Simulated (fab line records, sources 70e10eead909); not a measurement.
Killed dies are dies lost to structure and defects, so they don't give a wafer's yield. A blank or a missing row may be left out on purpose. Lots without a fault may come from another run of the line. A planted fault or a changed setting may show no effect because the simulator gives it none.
Chamber matching | flow nand_harc | NHARC_P_GATE_DESCUM_31 on rie_diel-03: 4 sister chambers
The step chemistry O2, time 3 s. 16 wafers are shown with their chamber, then 8 later ones without.

WAFERS WITH THEIR CHAMBER
wafer  | chamber | showerhead_plenum_p_Torr (Torr) | drypump_motor_current_A (A) | oes_product_au (a.u.)
L076.1 | 2       | 1.94                            | 5.9                         | 0.999
L076.3 | 1       | 1.92                            | 6.1                         | 0.982
L076.4 | 3       | 1.82                            | 6.1                         | 0.993
L077.1 | 0       | 1.95                            | 5.5                         | 0.987
L077.4 | 2       | 1.94                            | 5.9                         | 0.994
L077.5 | 0       | 1.95                            | 5.5                         | 0.993
L079.2 | 3       | 1.82                            | 6.1                         | 0.995
L079.5 | 0       | 1.95                            | 5.5                         | 0.992
L079.6 | 3       | 1.82                            | 6.1                         | 1.004
L082.2 | 1       | 1.92                            | 6.0                         | 0.986
L082.3 | 2       | 1.94                            | 6.0                         | 1.000
L082.5 | 2       | 1.94                            | 6.0                         | 0.997
L086.4 | 3       | 1.82                            | 6.2                         | 0.993
L086.5 | 2       | 1.94                            | 5.9                         | 1.005
L086.6 | 3       | 1.81                            | 6.1                         | 0.995
L091.1 | 0       | 1.95                            | 5.5                         | 0.980

SIGNATURES (means of the wafers above)
reading                  | chamber 0 | chamber 1 | chamber 2 | chamber 3 | scatter within a chamber
showerhead_plenum_p_Torr | 1.9500    | 1.9200    | 1.9400    | 1.8180    | 0.00258
drypump_motor_current_A  | 5.500     | 6.050     | 5.940     | 6.120     | 0.0456
oes_product_au           | 0.98800   | 0.98400   | 0.99900   | 0.99600   | 0.00469
Rule: a wafer's distance from a chamber is the root of the sum, over the readings, of the square of ((its reading less the chamber's mean) divided by the reading's scatter). The wafer belongs to the nearest chamber; if the next one is less than 2 further off, it can't be placed. The scatter: the root of (the sum of the squares of (reading less its chamber's mean) over the shown wafers, divided by (wafers less chambers)).

WAFERS WITHOUT THEIR CHAMBER
wafer  | showerhead_plenum_p_Torr (Torr) | drypump_motor_current_A (A) | oes_product_au (a.u.)
L091.3 | 1.94                            | 6.0                         | 0.998
L091.6 | 1.92                            | 6.1                         | 0.989
L092.3 | 1.94                            | 6.0                         | 1.000
L092.4 | 1.95                            | 5.5                         | 1.000
L092.6 | 1.95                            | 5.4                         | 0.989
L097.2 | 1.92                            | 6.1                         | 0.989
L097.4 | 1.81                            | 6.1                         | 0.996
L097.5 | 1.94                            | 6.0                         | 0.998

WHICH CHAMBER EACH WENT THROUGH
wafer  | from the rows above | in truth
L091.3 | 2                   | 2
L091.6 | 1                   | 1
L092.3 | 2                   | 2
L092.4 | 0                   | 0
L092.6 | 0                   | 0
L097.2 | 1                   | 1
L097.4 | 3                   | 3
L097.5 | 2                   | 2
Placed correctly: 8 of 8. Can't be placed from these rows: 0. Placed wrongly: 0.
